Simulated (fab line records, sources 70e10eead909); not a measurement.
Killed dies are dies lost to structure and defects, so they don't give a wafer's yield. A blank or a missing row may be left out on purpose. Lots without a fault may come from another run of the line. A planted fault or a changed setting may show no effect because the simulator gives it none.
Problem report in the 8D (eight disciplines) form, filled by code | flow nand_harc | the parts of the form that need people (team, actions taken, sign-off) are left out

1. THE PROBLEM
heater_power_total_W at NHARC_P_M1_SOFTBAKE_04 reads a mean of 191.09 W on 6 wafers of 2 lots; wafers without a fault read 188.45 W with a standard deviation of 0.15. That is +18 standard deviations from the usual mean.
The step: time 55 s.
First seen on wafer L728.1, day 13 15:00, on litho_track-01. The record holds 36 wafers of 12 lots with a number at this step. Rule for "out", or "out of limits": more than 4 standard deviations from the usual mean. The other wafers with a number count as sound.

2. WHAT IT IS AND WHAT IT IS NOT
question                    | is                     | is not
which readings at this step | heater_power_total_W   | plate_temp_C
which lots                  | L728, L730             | L712, L714, L715, L716, L718, L719, L720, L721, L732, L733
which wafers of those lots  | all that have a number | -
read on which tools         | litho_track-01         | litho_track-04, litho_track-06
when                        | from day 13 15:00      | up to then (24 sound wafers); but 6 sound wafers of L732, L733 came after

3. SUSPECTS, AND WHAT RULES EACH OUT
Counting: a tool at a process step up to the reading stays a suspect if it ran every lot that is out and no sound lot after the first of them.
- litho_track-01 at NHARC_P_M1_SOFTBAKE_04 (time 55 s): kept. It ran every lot that is out, first L728 (day 13 15:00), and no sound lot after that; its last sound lot up to then is L721 (day 10 17:00). Its own readings are out on those wafers: heater_power_total_W.
Left after counting: litho_track-01 at NHARC_P_M1_SOFTBAKE_04.

4. THE CAUSE (what the simulator had put in)
Process parameter drift: litho_track-01, from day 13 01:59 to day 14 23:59, at NHARC_P_M1_SOFTBAKE_04. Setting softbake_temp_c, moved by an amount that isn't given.
Counting left only this tool.

5. THE CHAIN OF EFFECTS, in route order
Each row: a reading whose mean over the struck wafers that have a number lies more than 3 standard deviations from the usual. Only readings for which the record gives a usual standard deviation are gone through. hours: the time from each lot's start at the first step in this table that gives one to its start at this step, as a median over the lots. sigmas: the change in usual standard deviations.
hours | step                   | reading              | usual    | on struck wafers | change | sigmas
0     | NHARC_P_M1_SOFTBAKE_04 | heater_power_total_W | 188.45 W | 191.09           | +2.64  | +18
The process steps in it:
- NHARC_P_M1_SOFTBAKE_04: time 55 s.

6. WHAT WOULD HAVE CAUGHT IT SOONER
In this record the first reading out of limits was taken at day 13 15:00, 13 hours after the fault began at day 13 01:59.
